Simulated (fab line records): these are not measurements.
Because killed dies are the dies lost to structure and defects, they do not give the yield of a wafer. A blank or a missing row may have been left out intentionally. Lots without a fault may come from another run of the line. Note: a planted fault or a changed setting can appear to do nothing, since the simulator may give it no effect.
Which of the tools did it?	flow n5 finfet	Sampling: 24 lots, 72 wafers, 3 of 1938 route steps

== WHAT THE GAUGES READ, wafer by wafer ==
N5_BEOL_M7_INSPECT_58: inspects for defects (darkfield).
lot	measured	on	raw defect count
L075	day 9 02:32	defect inspect-02	135 78 89
L074	day 9 08:05	defect inspect-02	39 43 47
L076	day 10 00:37	defect inspect-01	68 43 71
L077	day 10 01:55	defect inspect-02	71 41 47
L078	day 10 02:23	defect inspect-01	45 24 45
L079	day 10 06:28	defect inspect-02	85 66 54
L080	day 10 08:44	defect inspect-02	42 45 62
L081	day 10 12:05	defect inspect-01	49 100 64
L082	day 11 00:25	defect inspect-02	79 88 87
L083	day 11 01:11	defect inspect-01	67 46 54
L084	day 11 06:17	defect inspect-01	79 76 78
L085	day 11 08:10	defect inspect-02	64 107 88
L087	day 14 16:21	defect inspect-02	60 87 76
L088	day 15 00:37	defect inspect-01	56 57 42
L086	day 15 02:50	defect inspect-01	63 102 40
L093	day 15 04:33	defect inspect-02	77 63 40
L089	day 15 04:52	defect inspect-02	83 93 122
L094	day 15 12:17	defect inspect-01	68 56 61
L096	day 15 12:31	defect inspect-01	83 86 61
L091	day 15 21:24	defect inspect-02	71 76 44
L090	day 15 22:42	defect inspect-02	44 33 66
L095	day 16 01:46	defect inspect-02	60 56 87
L097	day 16 04:53	defect inspect-02	95 101 69
L092	day 16 10:22	defect inspect-02	66 65 105

== TOOL THAT RAN EACH LOT (tool first, then ch and the chambers of the sampled wafers, then the start) ==
lot	N5_BEOL_M7_SPUTTER_48	N5_BEOL_M7_CMP_52
L075	pvd sputter-03, day 9 01:34	cmp-02 ch 0,1,3, day 9 02:09
L074	pvd sputter-02, day 9 06:48	cmp-03 ch 0,1,3, day 9 07:22
L076	pvd sputter-01, day 9 23:23	cmp-01 ch 1,2,3, day 10 00:08
L077	pvd sputter-01, day 10 00:08	cmp-03 ch 0,1,2, day 10 01:32
L078	pvd sputter-03, day 10 00:26	cmp-03 ch 1,3, day 10 01:55
L079	pvd sputter-02, day 10 05:02	cmp-01 ch 0,2,3, day 10 06:02
L080	pvd sputter-01, day 10 07:22	cmp-02 ch 1,2,3, day 10 08:17
L081	pvd sputter-02, day 10 11:05	cmp-01 ch 0,3, day 10 11:37
L082	pvd sputter-01, day 10 22:26	cmp-03 ch 0,2, day 10 22:59
L083	pvd sputter-03, day 11 00:10	cmp-03 ch 1,2,3, day 11 00:46
L084	pvd sputter-02, day 11 04:48	cmp-02 ch 0,3, day 11 05:50
L085	pvd sputter-03, day 11 07:09	cmp-03 ch 1,2,3, day 11 07:45
L087	pvd sputter-02, day 14 15:23	cmp-01 ch 1,2, day 14 15:54
L088	pvd sputter-01, day 14 23:40	cmp-03 ch 0,1,2, day 15 00:12
L086	pvd sputter-01, day 15 01:47	cmp-02 ch 1,2,3, day 15 02:30
L093	pvd sputter-02, day 15 03:35	cmp-02 ch 2,3, day 15 04:06
L089	pvd sputter-03, day 15 03:49	cmp-02 ch 0,2, day 15 04:26
L094	pvd sputter-01, day 15 11:01	cmp-01 ch 1,3, day 15 11:50
L096	pvd sputter-03, day 15 11:22	cmp-01 ch 0,1, day 15 12:06
L091	pvd sputter-02, day 15 20:25	cmp-03 ch 1,2, day 15 20:55
L090	pvd sputter-02, day 15 20:53	cmp-03 ch 1,2, day 15 22:14
L095	pvd sputter-01, day 16 00:46	cmp-03 ch 0,1, day 16 01:19
L097	pvd sputter-01, day 16 03:55	cmp-02 ch 2,3, day 16 04:26
L092	pvd sputter-02, day 16 09:23	cmp-02 ch 0,1,3, day 16 09:59
- N5_BEOL_M7_SPUTTER_48: material Cu, target thk 10 nm, time 1.667 s.
- N5_BEOL_M7_CMP_52: polishes, stops on SiCOH lowk, t overpolish 6.9 s, target thk 80 nm.

== AS READ BY THE TOOLS THEMSELVES (means over the sampled wafers that have a number; for cases with no such wafer, the mark the record gives instead) ==
N5_BEOL_M7_SPUTTER_48.
lot	tool	cathode dc power W (W)	substrate temp c (C)	throttle valve pct (%)
L075	pvd sputter-03	25997	-20.02	30.0
L074	pvd sputter-02	25998	-19.95	30.7
L076	pvd sputter-01	26004	-19.97	31.3
L077	pvd sputter-01	25999	-20.03	31.3
L078	pvd sputter-03	26005	-19.98	30.3
L079	pvd sputter-02	26002	-20.01	30.0
L080	pvd sputter-01	26002	-19.86	31.0
L081	pvd sputter-02	26002	-19.89	30.8
L082	pvd sputter-01	25998	-20.05	31.1
L083	pvd sputter-03	26004	-19.99	30.1
L084	pvd sputter-02	25995	-20.05	29.9
L085	pvd sputter-03	26000	-20.05	30.1
L087	pvd sputter-02	25998	-19.96	30.7
L088	pvd sputter-01	26000	-20.13	30.0
L086	pvd sputter-01	25996	-20.08	30.1
L093	pvd sputter-02	25999	-20.00	29.9
L089	pvd sputter-03	25996	-19.95	30.4
L094	pvd sputter-01	25998	-19.93	30.4
L096	pvd sputter-03	26003	-20.04	29.5
L091	pvd sputter-02	25999	-20.04	29.5
L090	pvd sputter-02	26000	-20.12	29.7
L095	pvd sputter-01	25995	-20.08	31.2
L097	pvd sputter-01	26007	-20.02	30.7
L092	pvd sputter-02	25999	-20.07	29.2

N5_BEOL_M7_CMP_52.
lot	tool	barrier field endpoint s (s)	motor current A (A)	overpolish run s (s)	time to endpoint s (s)
L075	cmp-02	29.4	6.3	6.904	62.4
L074	cmp-03	29.8	5.8	6.897	64.4
L076	cmp-01	29.4	5.9	6.902	64.0
L077	cmp-03	29.5	6.0	6.891	60.9
L078	cmp-03	28.5	6.0	6.901	60.5
L079	cmp-01	29.4	5.6	6.906	66.4
L080	cmp-02	29.6	6.1	6.902	65.6
L081	cmp-01	29.1	5.7	6.901	64.8
L082	cmp-03	28.9	5.8	6.895	60.9
L083	cmp-03	28.3	6.1	6.906	61.2
L084	cmp-02	29.7	6.4	6.907	65.7
L085	cmp-03	28.3	6.1	6.897	59.9
L087	cmp-01	29.5	5.9	6.903	64.0
L088	cmp-03	29.8	5.9	6.898	63.3
L086	cmp-02	29.1	6.0	6.901	62.0
L093	cmp-02	29.1	6.2	6.894	61.7
L089	cmp-02	28.6	5.7	6.895	62.5
L094	cmp-01	29.5	6.3	6.895	65.0
L096	cmp-01	29.9	5.6	6.908	66.4
L091	cmp-03	28.8	6.0	6.905	60.9
L090	cmp-03	29.2	5.9	6.901	65.2
L095	cmp-03	29.7	5.6	6.896	65.7
L097	cmp-02	29.8	6.2	6.897	65.2
L092	cmp-02	28.7	6.1	6.905	61.6

== THE ANSWER, worked out from the rows above alone ==
Rule: the usual values come from the lots themselves. The widest of any qualifying gaps counts: lots, ordered by their means at a reading, are off when they make up no more than a third of the lots, leave a main group of 4 or more, and stand apart from it by 3 or more times the standard deviation of that group's means. If all means in a main group match to the digits the tables above print for the reading, that group is not used. Also off: a lot with no number at a reading for which 4 or more lots have one. All remaining lots with rows at the step are treated as sound. The gauges are gone through in route order, then the tools' own readings, and for those a lot's mean is taken as printed above. At the first step where some lot is off, the reading lying furthest off is the one used; lots without a number count as furthest.
Across all readings shown, no lot is off: no conclusion can be drawn from this.

== WHAT HAD BEEN PUT IN BY THE SIMULATOR ==
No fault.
